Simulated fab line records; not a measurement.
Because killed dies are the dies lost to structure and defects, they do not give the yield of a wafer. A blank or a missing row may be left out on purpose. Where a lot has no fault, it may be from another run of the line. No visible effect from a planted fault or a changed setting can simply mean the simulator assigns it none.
Matching of chambers || flow n5-finfet || N5_BEOL_M5_ETCH_62 on rie-diel-03: 4 sister chambers
The step etches SOC in N2/H2, target depth 75 nm, overetch 15 nm, time 112.5 s. 8 wafers are shown with their chamber, then 9 later ones without.

== WAFERS PAIRED WITH THEIR CHAMBERS ==
{"wafer": "L080.1", "chamber": 2, "throttle-valve-pct (%)": 18.33, "showerhead-plenum-p-Torr (Torr)": 2.53}
{"wafer": "L080.6", "chamber": 1, "throttle-valve-pct (%)": 17.48, "showerhead-plenum-p-Torr (Torr)": 2.33}
{"wafer": "L081.1", "chamber": 3, "throttle-valve-pct (%)": 18.19, "showerhead-plenum-p-Torr (Torr)": 2.51}
{"wafer": "L084.2", "chamber": 2, "throttle-valve-pct (%)": 18.33, "showerhead-plenum-p-Torr (Torr)": 2.53}
{"wafer": "L084.5", "chamber": 0, "throttle-valve-pct (%)": 17.61, "showerhead-plenum-p-Torr (Torr)": 2.51}
{"wafer": "L083.1", "chamber": 3, "throttle-valve-pct (%)": 18.19, "showerhead-plenum-p-Torr (Torr)": 2.51}
{"wafer": "L083.3", "chamber": 1, "throttle-valve-pct (%)": 17.50, "showerhead-plenum-p-Torr (Torr)": 2.32}
{"wafer": "L083.5", "chamber": 0, "throttle-valve-pct (%)": 17.61, "showerhead-plenum-p-Torr (Torr)": 2.50}

== WAFERS WITH NO CHAMBER GIVEN ==
{"wafer": "L087.1", "throttle-valve-pct (%)": 18.35, "showerhead-plenum-p-Torr (Torr)": 2.52}
{"wafer": "L087.5", "throttle-valve-pct (%)": 17.63, "showerhead-plenum-p-Torr (Torr)": 2.50}
{"wafer": "L087.6", "throttle-valve-pct (%)": 17.53, "showerhead-plenum-p-Torr (Torr)": 2.32}
{"wafer": "L090.1", "throttle-valve-pct (%)": 17.52, "showerhead-plenum-p-Torr (Torr)": 2.32}
{"wafer": "L090.4", "throttle-valve-pct (%)": 17.52, "showerhead-plenum-p-Torr (Torr)": 2.32}
{"wafer": "L090.5", "throttle-valve-pct (%)": 18.35, "showerhead-plenum-p-Torr (Torr)": 2.52}
{"wafer": "L091.3", "throttle-valve-pct (%)": 17.63, "showerhead-plenum-p-Torr (Torr)": 2.50}
{"wafer": "L091.4", "throttle-valve-pct (%)": 18.37, "showerhead-plenum-p-Torr (Torr)": 2.52}
{"wafer": "L091.5", "throttle-valve-pct (%)": 17.63, "showerhead-plenum-p-Torr (Torr)": 2.50}

== WHICH CHAMBER EACH ONE RAN IN ==
{"wafer": "L087.1", "from the rows above": 2, "in truth": 2}
{"wafer": "L087.5", "from the rows above": 0, "in truth": 0}
{"wafer": "L087.6", "from the rows above": 1, "in truth": 1}
{"wafer": "L090.1", "from the rows above": 1, "in truth": 1}
{"wafer": "L090.4", "from the rows above": 1, "in truth": 1}
{"wafer": "L090.5", "from the rows above": 2, "in truth": 2}
{"wafer": "L091.3", "from the rows above": 0, "in truth": 0}
{"wafer": "L091.4", "from the rows above": 2, "in truth": 2}
{"wafer": "L091.5", "from the rows above": 0, "in truth": 0}
Correct placement for 9 of the 9. Left unplaced by these rows: 0. 0 placed wrongly.
How it was worked out, from the rows above alone: a wafer's distance from a chamber is the root of the sum, over the readings, of the square of ((its reading less the chamber's mean) divided by the reading's scatter). If the next closest chamber is less than 2 further off than the closest, the wafer can't be placed; otherwise it belongs to the closest. The mean given for a chamber averages the wafers shown for that chamber. The scatter is the square root of a quotient: the sum, over the shown wafers, of each reading's squared deviation from its chamber's mean, divided by wafers minus chambers.
